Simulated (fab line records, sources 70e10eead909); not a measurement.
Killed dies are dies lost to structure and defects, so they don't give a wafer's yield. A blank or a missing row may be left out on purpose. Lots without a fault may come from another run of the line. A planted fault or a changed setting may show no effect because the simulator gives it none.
Chamber matching | flow nand_harc | NHARC_A_BLC_STRIP_29 on rie_diel-10: 4 sister chambers
The step strips in CF4. 4 wafers are shown with their chamber, then 11 later ones without.

WAFERS WITH THEIR CHAMBER
wafer  | chamber | drypump_motor_current_A (A)
L085.1 | 3       | 6.3
L085.3 | 1       | 5.2
L089.2 | 0       | 6.6
L088.2 | 2       | 5.7

WAFERS WITHOUT THEIR CHAMBER
wafer  | drypump_motor_current_A (A)
L088.4 | 5.2
L088.5 | 5.2
L090.3 | 6.6
L090.4 | 5.2
L090.6 | 5.2
L092.2 | 6.3
L092.4 | 5.7
L092.6 | 5.2
L096.1 | 5.8
L096.2 | 6.6
L096.3 | 5.1

WHICH CHAMBER EACH WENT THROUGH
wafer  | from the rows above | in truth
L088.4 | 1                   | 1
L088.5 | 1                   | 1
L090.3 | 0                   | 0
L090.4 | 1                   | 1
L090.6 | 1                   | 1
L092.2 | 3                   | 3
L092.4 | 2                   | 2
L092.6 | 1                   | 1
L096.1 | 2                   | 2
L096.2 | 0                   | 0
L096.3 | 1                   | 1
Placed correctly: 11 of 11. Can't be placed from these rows: 0. Placed wrongly: 0.
How it was worked out, from the rows above alone: a wafer's distance from a chamber is the root of the sum, over the readings, of the square of ((its reading less the chamber's mean) divided by the reading's scatter). The wafer belongs to the nearest chamber; if the next one is less than 2 further off, it can't be placed. A chamber's mean is the mean of its shown wafers. The scatter: with one shown wafer a chamber, the root of the mean of the squares of how far each hidden wafer lies from its nearest shown one.
